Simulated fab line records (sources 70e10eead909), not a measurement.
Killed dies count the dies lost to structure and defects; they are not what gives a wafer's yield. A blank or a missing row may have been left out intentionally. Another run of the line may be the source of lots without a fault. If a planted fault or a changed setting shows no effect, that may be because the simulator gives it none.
A struck lot beside a sound one -- flow nand-harc -- 16 steps out of a route of 1302
Sound: these wafers, L439.1, L439.2, L439.4. The struck wafers were L443.1, L443.2, L443.5. Last of all comes the cause.
Per side, at each step with rows, come the tool, then ch with its chambers, and then its first start. Under that, the readings that differ: sound wafers -- struck wafers -- difference of the means -- sigmas: that difference in standard deviations of wafers without a fault.
alike: same words and numbers on both sides, and readings whose means sit less than 2 such deviations apart. not compared: any withheld reading, any reading some wafer has no value for, any bound like >300 that may hide the same value, and any number with overlapping values for which the record gives no deviation.
A row with sigmas, a row that says differs or no value, or rows on one side alone: a step with any of these is where the two part. Numbers that don't overlap but have no deviation are shown without sigmas and don't part them. A reading missing from all wafers of one side parts the sides only when that side holds two or more wafers.

first, 1 step without rows for these wafers: NHARC_A_DECK1_JOINT_SRD_15.
NHARC_A_DECK1_JOINT_DEP_16: deposits SiO2, target thk 45 nm.
  sound on pecvd-02 ch 0,2, day 12 17:59; struck on pecvd-02 ch 0,1, day 14 19:39
reading,sound,struck,difference,sigmas
throttle-valve-pct (%),16.7 15.7 15.7,17.2 16.7 17.2,+1.0,+2
  alike: heater-power-w
NHARC_A_DECK1_JOINT_THK_MEAS_17: measures by ellipsometry.
  sound: film-metro-02 at day 12 18:16; struck: film-metro-01 at day 14 19:54
  alike: thk-nm
NHARC_A_DECK1_JOINT_INSPECT_05:
  sound: defect-inspect-01 at day 12 18:18; struck: defect-inspect-01 at day 14 19:56
  alike: raw-defect-count
then, 1 step without rows for these wafers: NHARC_A_ONON_D2_DEP_00 (target thk 1000 nm).
NHARC_A_ONON_D2_THK_MEAS_02: measures by ellipsometry.
  sound: film-metro-01 at day 12 18:53; struck: film-metro-02 at day 14 20:31
  alike: thk-nm
then, 1 step without rows for these wafers: NHARC_A_ONON_D2_DEP_03 (target thk 1000 nm).
NHARC_A_ONON_D2_THK_MEAS_05: measures by ellipsometry.
  sound: film-metro-01 at day 12 19:28; struck: film-metro-01 at day 14 21:05
  alike: thk-nm
then, 1 step without rows for these wafers: NHARC_A_ONON_D2_DEP_06 (target thk 1000 nm).
NHARC_A_ONON_D2_THK_MEAS_08: measures by ellipsometry.
  sound: film-metro-01 at day 12 20:01; struck: film-metro-02 at day 14 21:39
  alike: thk-nm
then, 1 step without rows for these wafers: NHARC_A_ONON_D2_DEP_09 (target thk 1000 nm).
NHARC_A_ONON_D2_THK_MEAS_11: measures by ellipsometry.
  sound: film-metro-02 at day 12 20:35; struck: film-metro-02 at day 14 22:13
reading,sound,struck,difference,sigmas
thk-nm (nm),993 994 992,1016 1018 1017,+24,+2
NHARC_A_ONON_D2_DEP_12: target thk 1000 nm.
  sound on pecvd-onon-03 ch 0, day 12 20:39; struck on pecvd-onon-01 ch 0, day 14 22:16
NHARC_A_ONON_D2_THK_MEAS_14: measures by ellipsometry.
  sound: film-metro-02 at day 12 21:11; struck: film-metro-01 at day 14 22:47
reading,sound,struck,difference,sigmas
thk-nm (nm),989 989 990,469 469 470,-520,-53
then, 1 step without rows for these wafers: NHARC_A_ONON_D2_ANNEAL_15 (time 3600 s).
-- jump in the record: it breaks off in module A_ONON_D2 and resumes in module END (first step shown: number 1302 of the route), and 12 days separate the struck wafers' starts before and after --
NHARC_END_SORT_01:
  at this point the record logs the struck wafers (prober-02 ch 0, day 26 21:06) and has no rows for the sound ones

WHERE THEY PART
Earliest at NHARC_A_DECK1_JOINT_DEP_16; latest, in this record, at NHARC_END_SORT_01.

WHY: what had been put in by the simulator
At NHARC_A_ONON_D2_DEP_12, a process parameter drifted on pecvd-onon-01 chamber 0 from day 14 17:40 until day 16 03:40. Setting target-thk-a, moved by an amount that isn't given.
